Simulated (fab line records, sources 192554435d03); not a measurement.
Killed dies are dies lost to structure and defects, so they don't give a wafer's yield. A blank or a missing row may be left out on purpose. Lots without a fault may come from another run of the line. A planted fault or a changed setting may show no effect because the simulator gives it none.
A struck lot beside a sound one | flow n5_finfet | 15 steps out of a route of 1938
Sound: wafers L755.1, L755.3, L755.5. Struck: wafer L762.4. (L762.1, L762.6 of the same lot were not struck and are left out.) The cause comes at the end.
At each step with rows: each side's tool, then ch and its chambers, then its first start. Under that, the readings that differ: sound wafers | struck wafers | difference of the means | sigmas: that difference in standard deviations of wafers without a fault.
alike: readings whose means differ by less than 2 such deviations, and words and numbers that are the same on both sides. not compared: withheld readings, readings that some wafer has no value for, bounds like >300 that may hide the same value, and numbers for which the record gives no deviation and whose values overlap.
The two part at a step that has a row with sigmas, a row that says differs or no value, or rows on one side only. Numbers that don't overlap but have no deviation are shown without sigmas and don't part them. A reading that every wafer of one side lacks parts them only if that side has two wafers or more.

first, 11 steps without rows for these wafers: N5_MOL_CONTACT_COAG_DESCUM_45 (chemistry O2, time 7 s); N5_MOL_CONTACT_COAG_ETCH_65 (etches underlayer in N2/H2, target depth 13 nm, time 10.4 s); N5_MOL_CONTACT_COAG_ETCH_66 (etches SiARC in CF4, target depth 13 nm, time 21.7 s); N5_MOL_CONTACT_COAG_ALD_133 (deposits SiO2, target thk 5 nm, pulse time 1 s, co reactant pulse time 1 s); N5_MOL_CONTACT_COAG_ETCHBACK_134 (etches SiO2 in CHF3, target depth 10 nm, time 6.7 s); N5_MOL_CONTACT_COAG_ETCH_67 (etches SOC in N2/H2, target depth 60 nm, overetch 21 nm, time 101.2 s); N5_MOL_CONTACT_COAG_STRIP_68 (strips in N2/H2); N5_MOL_CONTACT_COAG_STRIP_69 (strips in N2/H2); N5_MOL_CONTACT_COAG_ETCHBACK_136 (etches SiO2 in CHF3, target depth 25 nm, time 16.7 s); N5_MOL_CONTACT_COAG_STRIP_120 (strips in CHF3); N5_MOL_CONTACT_COAG_VIA_ETCH_117 (etches SiO2 in C4F6/O2, target depth 40 nm, overetch 8 nm, time 26 s).
N5_MOL_CONTACT_COAG_ETCH_124: etches SiNx in CH3F/O2, stops on SiOC, target depth 6.5 nm.
  sound on rie_diel-02 ch 1,2, day 6 06:50; struck on rie_diel-02 ch 2, day 8 02:35
  reading            | sound             | struck | difference | sigmas
  rf_fwd_power_W (W) | 388.5 392.3 390.2 | 483.5  | +93.2      | +49
  rf_vpp_V (V)       | 310 302 312       | 282    | -26        | -4
  alike: O2_flow_sccm, drypump_motor_current_A, oes_product_au, showerhead_plenum_p_Torr, throttle_valve_pct
  not compared: rf_hours_counter_h
then, 1 step without rows for these wafers: N5_MOL_CONTACT_COAG_ETCH_48 (etches SiOC in C4F6/O2, target depth 15 nm, overetch 4.5 nm, time 17 s).
-- the record jumps here: 3 days lie between the struck wafers' starts before and after (it left off in module MOL_CONTACT_COAG and takes up again in module BEOL_M4, whose first step shown is number 1111 of the route) --
N5_BEOL_M4_RC_MEAS_101:
  sound on prober-01 ch 0, day 9 03:01; struck on prober-01 ch 0, day 11 02:05
  alike: DIBL_N, DIBL_P, IOFF_N, IOFF_P, ION_N, ION_P, SS_N, SS_P, VT_N, VT_P
-- the record jumps here: 5 days lie between the struck wafers' starts before and after (it left off in module BEOL_M4 and takes up again in module PASSIVATION, whose first step shown is number 1936 of the route) --
N5_PASSIVATION_PROBE_49:
  sound on prober-01, day 13 21:26; struck on prober-02, day 16 01:26
  reading                 | sound       | struck | difference | sigmas
  killed_at_front_end     | 25 32 32    | 59     | +29        | +3
  killed_at_other         | 1 0 1       | 9      | +8         | +2
  sort_bin_5_function (%) | 5.4 4.9 4.2 | 6.6    | +1.8       | +2
  alike: defect_limited_yield, killed_at_M0_to_M3, killed_at_M4_up, killed_at_contacts, killed_dies, killed_open, killed_short, sort_bin_6_memory, sort_n_pass, sort_yield_pct

WHERE THEY PART
First at N5_MOL_CONTACT_COAG_ETCH_124; last, within this record, at N5_PASSIVATION_PROBE_49.

WHY: what the simulator had put in
Process parameter drift: rie_diel-02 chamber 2, from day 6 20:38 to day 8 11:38, at N5_MOL_CONTACT_COAG_ETCH_124. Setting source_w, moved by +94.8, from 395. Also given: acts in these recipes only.
